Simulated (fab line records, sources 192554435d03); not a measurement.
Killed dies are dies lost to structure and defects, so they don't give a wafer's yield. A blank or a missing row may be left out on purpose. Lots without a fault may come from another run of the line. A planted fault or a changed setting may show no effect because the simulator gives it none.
Chamber matching | flow n5_finfet | N5_BEOL_M0_SAQP_ETCH_49 on rie_diel-05: 4 sister chambers
The step etches SiO2 in CF4/O2, target depth 37 nm. 18 wafers are shown with their chamber, then 9 later ones without.

WAFERS WITH THEIR CHAMBER
wafer  | chamber | showerhead_plenum_p_Torr (Torr) | rf_vpp_V (V) | oes_product_au (a.u.)
L075.2 | 2       | 2.22                            | 249          | 0.81
L075.3 | 0       | 2.26                            | 246          | 0.69
L075.4 | 3       | 2.27                            | 233          | 0.73
L074.2 | 1       | 2.16                            | 239          | 0.80
L074.3 | 0       | 2.26                            | 244          | 0.68
L074.5 | 2       | 2.22                            | 248          | 0.81
L076.1 | 2       | 2.22                            | 250          | 0.81
L076.2 | 3       | 2.27                            | 232          | 0.72
L076.5 | 3       | 2.27                            | 235          | 0.73
L079.1 | 2       | 2.22                            | 248          | 0.80
L079.4 | 2       | 2.22                            | 250          | 0.80
L079.5 | 1       | 2.15                            | 239          | 0.80
L081.1 | 2       | 2.22                            | 250          | 0.80
L081.3 | 1       | 2.15                            | 240          | 0.80
L081.6 | 0       | 2.26                            | 245          | 0.98
L083.1 | 0       | 2.26                            | 244          | 0.97
L083.2 | 2       | 2.21                            | 250          | 0.80
L083.6 | 2       | 2.21                            | 247          | 0.79

SIGNATURES (means of the wafers above)
reading                  | chamber 0 | chamber 1 | chamber 2 | chamber 3 | scatter within a chamber
showerhead_plenum_p_Torr | 2.2600    | 2.1533    | 2.2175    | 2.2700    | 0.00393
rf_vpp_V                 | 244.75    | 239.33    | 249.00    | 233.33    | 1.14
oes_product_au           | 0.8300    | 0.8000    | 0.8025    | 0.7267    | 0.0777
Rule: a wafer's distance from a chamber is the root of the sum, over the readings, of the square of ((its reading less the chamber's mean) divided by the reading's scatter). The wafer belongs to the nearest chamber; if the next one is less than 2 further off, it can't be placed. The scatter: the root of (the sum of the squares of (reading less its chamber's mean) over the shown wafers, divided by (wafers less chambers)).

WAFERS WITHOUT THEIR CHAMBER
wafer  | showerhead_plenum_p_Torr (Torr) | rf_vpp_V (V) | oes_product_au (a.u.)
L086.3 | 2.27                            | 234          | 0.71
L086.5 | 2.26                            | 245          | 0.95
L086.6 | 2.27                            | 233          | 0.71
L091.2 | 2.26                            | 234          | 0.71
L091.3 | 2.21                            | 249          | 0.79
L091.6 | 2.15                            | 238          | 0.79
L093.1 | 2.25                            | 245          | 0.91
L093.2 | 2.21                            | 249          | 0.79
L093.5 | 2.14                            | 239          | 0.78

WHICH CHAMBER EACH WENT THROUGH
wafer  | from the rows above | in truth
L086.3 | 3                   | 3
L086.5 | 0                   | 0
L086.6 | 3                   | 3
L091.2 | 3                   | 3
L091.3 | 2                   | 2
L091.6 | 1                   | 1
L093.1 | 0                   | 0
L093.2 | 2                   | 2
L093.5 | 1                   | 1
Placed correctly: 9 of 9. Can't be placed from these rows: 0. Placed wrongly: 0.
